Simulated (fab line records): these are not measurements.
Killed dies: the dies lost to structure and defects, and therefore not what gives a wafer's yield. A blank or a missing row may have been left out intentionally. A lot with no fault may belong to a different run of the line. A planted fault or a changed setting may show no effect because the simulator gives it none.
Problem report in the 8D (eight disciplines) form, filled by code / flow n5_finfet / the parts of the form that need people (team, actions taken, sign-off) are left out

== 1. WHAT WENT WRONG ==
Mean of barrier_field_endpoint_s at N5_BEOL_M10_CMP_52: 15.8 s across 4 wafers in 3 lots; on wafers with no fault it is 28.8 s (standard deviation 0.85). That puts it -15 standard deviations away from the usual mean.
The step: polishes, stops on SiCOH lowk, t overpolish 7 s, target thk 140 nm.
First seen on wafer L313.1, day 13 01:51, on cmp-03. The record has a number at this step for 35 wafers belonging to 12 lots. Rule for "out", or "out of limits": more than 4 standard deviations from the usual mean. All remaining wafers that have a number are taken as sound.

== 2. WHAT IT IS, WHAT IT ISN'T ==
question=which readings at this step | is=barrier_field_endpoint_s, time_to_endpoint_s | is not=motor_current_A
question=which lots | is=L313, L314, L315 | is not=L303, L304, L305, L307, L308, L310, L311, L321, L323
question=which wafers of those lots | is=L313.1, L314.1, L314.6, L315.1 | is not=L313.3, L313.4, L314.3, L315.3, L315.5
question=read on which tools | is=cmp-03 | is not=cmp-01, cmp-04
question=when | is=from day 13 01:51 | is not=up to then (22 sound wafers); but 9 sound wafers of L314, L315, L321, L323 came after

== 3. THE SUSPECTS, EACH WITH WHAT RULES IT OUT ==
Counting: any tool at a process step up to the reading remains a suspect provided it ran every lot that is out. Sound lots after the first of them don't rule it out here, since some wafers of a struck lot are sound.
- cmp-03 at N5_BEOL_M10_CMP_52 (polishes, stops on SiCOH lowk, t overpolish 7 s, target thk 140 nm): kept. Ran every lot that is out, first one L313 (day 13 01:51); last sound lot up to then L310 (day 12 21:12). Its own barrier_field_endpoint_s, time_to_endpoint_s readings are out on those wafers.
- Within cmp-03 at N5_BEOL_M10_CMP_52: the wafers that are out ran in chambers 0, 1; their sound lot-mates ran in chambers 2, 3.
Remaining after the count: cmp-03 at N5_BEOL_M10_CMP_52.

== 4. THE CAUSE (what the simulator had put in) ==
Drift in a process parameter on cmp-03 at N5_BEOL_M10_CMP_52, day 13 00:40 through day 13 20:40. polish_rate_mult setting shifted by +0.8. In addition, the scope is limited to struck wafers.
Counting left only this tool.

== 5. THE EFFECT CHAIN, in route order ==
Rows list readings where the struck wafers' mean (over those with a number) sits beyond 3 standard deviations from the usual. Scope: only readings with a usual standard deviation given in the record; hours: median across lots of the time from each lot's start at the first step in this table that gives one to its start at this step; sigmas: change in usual standard deviations.
hours=0; step=N5_BEOL_M10_CMP_52; reading=barrier_field_endpoint_s; usual=28.8 s; on struck wafers=15.8; change=-13.0; sigmas=-15
hours=0; step=N5_BEOL_M10_CMP_52; reading=time_to_endpoint_s; usual=66 s; on struck wafers=37; change=-29; sigmas=-7.2
Here are the process steps it includes:
- N5_BEOL_M10_CMP_52: polishes, stops on SiCOH lowk, t overpolish 7 s, target thk 140 nm.
At these later measuring or inspecting steps, every struck wafer for which the step has a row has a number for every such reading, and none has moved that far: N5_BEOL_M11_THK_MEAS_01.

== 6. HOW IT WOULD HAVE BEEN CAUGHT EARLIER ==
In this record the first reading out of limits was taken at day 13 01:51, 1 hour after the fault began at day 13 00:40.
